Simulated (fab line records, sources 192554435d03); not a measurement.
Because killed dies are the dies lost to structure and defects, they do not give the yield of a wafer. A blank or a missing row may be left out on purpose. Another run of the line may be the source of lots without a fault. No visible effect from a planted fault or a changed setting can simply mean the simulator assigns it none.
Code-filled problem report in 8D (eight disciplines) form + flow n5Finfet + the parts of the form that need people (team, actions taken, sign-off) are left out

## 1. WHAT WENT WRONG
M11_ILD_THK at N5_BEOL_M11_THK_MEAS_01 reads a mean of 313 nm on 3 wafers of 2 lots; wafers without a fault read 269 nm with a standard deviation of 4.1. Relative to the usual mean, that is a shift of +11 standard deviations.
Seen first at day 13 16:40 on filmMetro-02, wafer L477.4. The record has a number at this step for 12 wafers belonging to 4 lots. Rule for "out" (also "out of limits"): further than 4 standard deviations from the usual mean. The other wafers with a number count as sound.

## 2. WHAT IT IS, AND WHAT IT ISN'T
| question                    | is                         | is not                                                                   |
|-----------------------------|----------------------------|--------------------------------------------------------------------------|
| which readings at this step | M11_ILD_THK                | -                                                                        |
| which lots                  | L477, L480                 | L470, L473                                                               |
| which wafers of those lots  | L477.4, L480.2, L480.4     | L477.3, L477.6, L480.5                                                   |
| read on which gauges        | filmMetro-01, filmMetro-02 | -                                                                        |
| when                        | from day 13 16:40          | up to then (5 sound wafers); but 4 sound wafers of L473, L480 came after |

## 3. WHAT RULES OUT EACH SUSPECT
Counting: any tool at a process step up to the reading remains a suspect provided it ran every lot that is out. Sound lots after the first of them don't rule it out here, since some wafers of a struck lot are sound.
- the gauge at N5_BEOL_M11_THK_MEAS_01 is ruled out. The wafers that are out were read on 2 gauges (filmMetro-01, filmMetro-02).
- pecvd-04 at N5_BEOL_M11_ILD_DEP_00 (deposits SiCOH lowk from DEMS/porogen, target thk 308.51 nm, time 58 s): kept. It ran every lot that is out, first L477 (day 13 15:53); its last sound lot up to then is L470 (day 12 11:53). On those wafers its own readings are out: runLengthS.
Remaining after the count: pecvd-04 at N5_BEOL_M11_ILD_DEP_00.

## 4. THE CAUSE (what the simulator had put in)
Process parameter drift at N5_BEOL_M11_ILD_DEP_00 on pecvd-04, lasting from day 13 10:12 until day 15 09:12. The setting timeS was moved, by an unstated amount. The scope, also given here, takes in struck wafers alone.
This tool alone remained once counting was done.

## 5. THE CHAIN OF EFFECTS, in route order
One row per reading whose mean, taken over the struck wafers that have a number, lies over 3 standard deviations from the usual. Only readings whose record carries a usual standard deviation are examined. hours: median over the lots of the time between each lot's start at the first step of this table that gives one and its start at this step. sigmas: the change, counted in usual standard deviations.
| hours | step                    | reading     | usual   | on struck wafers | change | sigmas |
|-------|-------------------------|-------------|---------|------------------|--------|--------|
| 0     | N5_BEOL_M11_ILD_DEP_00  | runLengthS  | 101.1 s | 110.0            | +8.9   | +19    |
| 1     | N5_BEOL_M11_THK_MEAS_01 | M11_ILD_THK | 269 nm  | 313              | +44    | +11    |
Process steps it contains:
- N5_BEOL_M11_ILD_DEP_00: deposits SiCOH lowk from DEMS/porogen, target thk 308.51 nm, time 58 s.

## 6. WHAT WOULD HAVE CAUGHT IT SOONER
6 hours passed between the start of the fault at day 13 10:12 and the first reading out of limits at a measuring or inspecting step in this record, taken at day 13 16:40.
Tool's own readings at N5_BEOL_M11_ILD_DEP_00, runLengthS: out on all struck wafers the step has rows for; an alarm limit on them would have tripped on the first.
Of the lots that are out (2), L480 began N5_BEOL_M11_ILD_DEP_00 on pecvd-04 after day 13 16:40. Had the tool been put on hold then, it would have been spared.
